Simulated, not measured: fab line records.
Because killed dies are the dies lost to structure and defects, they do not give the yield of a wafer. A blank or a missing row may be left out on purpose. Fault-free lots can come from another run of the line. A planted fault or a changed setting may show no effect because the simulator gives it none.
Matching of chambers    flow n5-finfet    rie-diel-06 running N5_BEOL_M9_STRIP_67: 4 sister chambers
The step strips in CF4. 22 wafers are shown with their chamber, then 11 later ones without.

WAFERS WITH THEIR CHAMBER
wafer   chamber  showerhead-plenum-p-Torr (Torr)  throttle-valve-pct (%)  oes-product-au (a.u.)
L075.3  2        1.71                             14.0                    0.71
L075.5  1        1.75                             13.2                    0.88
L075.6  2        1.71                             14.0                    0.71
L079.4  3        1.76                             13.4                    0.87
L079.5  1        1.75                             13.3                    0.88
L079.6  2        1.70                             14.0                    0.71
L080.2  1        1.75                             13.3                    0.88
L080.3  2        1.70                             14.0                    0.71
L080.4  0        1.83                             13.7                    0.71
L083.4  0        1.83                             13.7                    0.71
L083.5  3        1.75                             13.4                    0.87
L083.6  0        1.83                             13.7                    0.70
L082.1  1        1.75                             13.3                    0.86
L082.4  3        1.75                             13.4                    0.86
L082.6  3        1.75                             13.4                    0.86
L084.4  1        1.75                             13.3                    0.86
L084.5  1        1.75                             13.3                    0.87
L084.6  2        1.70                             14.0                    0.70
L085.1  2        1.70                             14.1                    0.70
L085.4  0        1.83                             13.7                    0.70
L085.5  3        1.75                             13.4                    0.86
L091.2  2        1.70                             14.1                    0.69

SIGNATURES (averages over the wafers above)
reading                   chamber 0  chamber 1  chamber 2  chamber 3  scatter within a chamber
showerhead-plenum-p-Torr  1.8300     1.7500     1.7029     1.7520     0.00352
throttle-valve-pct        13.700     13.283     14.029     13.400     0.0354
oes-product-au            0.7050     0.8717     0.7043     0.8640     0.00773
Rule: distance of a wafer from a chamber = root of the sum over the readings of ((wafer's reading minus chamber's mean) / reading's scatter) squared. The wafer belongs to the nearest chamber; if the next one is less than 2 further off, it can't be placed. How the scatter is found: for the shown wafers, subtract from each reading the mean of its chamber, square and add these, divide the total by (wafers less chambers), then take the root.

WAFERS WITHOUT THEIR CHAMBER
wafer   showerhead-plenum-p-Torr (Torr)  throttle-valve-pct (%)  oes-product-au (a.u.)
L091.3  1.74                             13.3                    0.84
L091.5  1.70                             14.1                    0.69
L093.1  1.70                             14.1                    0.69
L093.2  1.83                             13.7                    0.69
L093.3  1.74                             13.3                    0.85
L096.2  1.75                             13.5                    0.83
L096.3  1.82                             13.7                    0.68
L096.6  1.70                             14.1                    0.68
L097.2  1.75                             13.5                    0.82
L097.4  1.74                             13.3                    0.84
L097.6  1.82                             13.8                    0.69

WHICH CHAMBER EACH WENT THROUGH
wafer   from the rows above      in truth
L091.3  can't be placed: 1 or 3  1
L091.5  2                        2
L093.1  2                        2
L093.2  0                        0
L093.3  can't be placed: 1 or 3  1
L096.2  3                        3
L096.3  0                        0
L096.6  2                        2
L097.2  3                        3
L097.4  can't be placed: 1 or 3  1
L097.6  0                        0
8 of 11 placed correctly. Can't be placed from these rows: 3 (the true chamber is among the candidates in 3). Placed wrongly: 0.
